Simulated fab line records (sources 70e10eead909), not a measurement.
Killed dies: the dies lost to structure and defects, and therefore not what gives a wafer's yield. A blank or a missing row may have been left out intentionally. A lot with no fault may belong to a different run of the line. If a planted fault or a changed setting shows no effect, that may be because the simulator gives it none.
Chamber matching	flow nand-harc	NHARC_A_STAIRCASE_STRIP_476 on rie-diel-08: 4 sister chambers
The step strips in O2, time 20 s. 4 wafers are shown with their chamber, then 10 later ones without.

WAFERS, EACH WITH ITS CHAMBER
wafer	chamber	drypump-motor-current-A (A)
L084.3	0	4.8
L084.6	3	6.3
L084.2	1	6.5
L084.4	2	5.5

WAFERS MISSING THEIR CHAMBER
wafer	drypump-motor-current-A (A)
L084.5	4.9
L086.1	6.3
L086.4	4.8
L086.5	6.3
L087.1	4.9
L087.2	6.3
L087.3	6.5
L095.1	6.3
L095.3	5.5
L095.4	6.5

THE CHAMBER EACH PASSED THROUGH
wafer	from the rows above	in truth
L084.5	0	0
L086.1	3	3
L086.4	0	0
L086.5	3	3
L087.1	0	0
L087.2	3	3
L087.3	1	1
L095.1	3	3
L095.3	2	2
L095.4	1	1
10 of 10 placed correctly. Number that these rows cannot place: 0. Wrongly placed: 0.
How it was worked out, from the rows above alone: a wafer's distance from a chamber is the root of the sum, over the readings, of the square of ((its reading less the chamber's mean) divided by the reading's scatter). The wafer belongs to the nearest chamber; if the next one is less than 2 further off, it can't be placed. A chamber's mean is the mean of its shown wafers. The scatter: root of mean squared gap, hidden wafer to nearest shown wafer, with one shown wafer a chamber.
